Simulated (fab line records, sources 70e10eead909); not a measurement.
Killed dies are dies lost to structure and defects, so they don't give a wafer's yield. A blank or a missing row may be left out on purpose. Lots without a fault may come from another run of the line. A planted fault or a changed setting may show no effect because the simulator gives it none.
Chamber matching | flow nand_harc | NHARC_P_M0_PRE_CLEAN_31 on pecvd-03: 3 sister chambers
The step time 12 s. 3 wafers are shown with their chamber, then 8 later ones without.

WAFERS WITH THEIR CHAMBER
wafer  | chamber | heater_power_w (W)
L088.5 | 1       | 715
L088.6 | 0       | 705
L087.2 | 2       | 516

WAFERS WITHOUT THEIR CHAMBER
wafer  | heater_power_w (W)
L087.3 | 790
L087.5 | 766
L085.2 | 536
L085.3 | 581
L085.5 | 781
L089.1 | 609
L089.2 | 584
L089.3 | 697

WHICH CHAMBER EACH WENT THROUGH
wafer  | from the rows above          | in truth
L087.3 | can't be placed: 1 or 0      | 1
L087.5 | can't be placed: 1 or 0      | 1
L085.2 | 2                            | 2
L085.3 | can't be placed: 2 or 0 or 1 | 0
L085.5 | can't be placed: 1 or 0      | 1
L089.1 | can't be placed: 2 or 0 or 1 | 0
L089.2 | can't be placed: 2 or 0 or 1 | 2
L089.3 | can't be placed: 0 or 1      | 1
Placed correctly: 1 of 8. Can't be placed from these rows: 7 (the true chamber is among the candidates in 7). Placed wrongly: 0.
How it was worked out, from the rows above alone: a wafer's distance from a chamber is the root of the sum, over the readings, of the square of ((its reading less the chamber's mean) divided by the reading's scatter). The wafer belongs to the nearest chamber; if the next one is less than 2 further off, it can't be placed. A chamber's mean is the mean of its shown wafers. The scatter: with one shown wafer a chamber, the root of the mean of the squares of how far each hidden wafer lies from its nearest shown one.
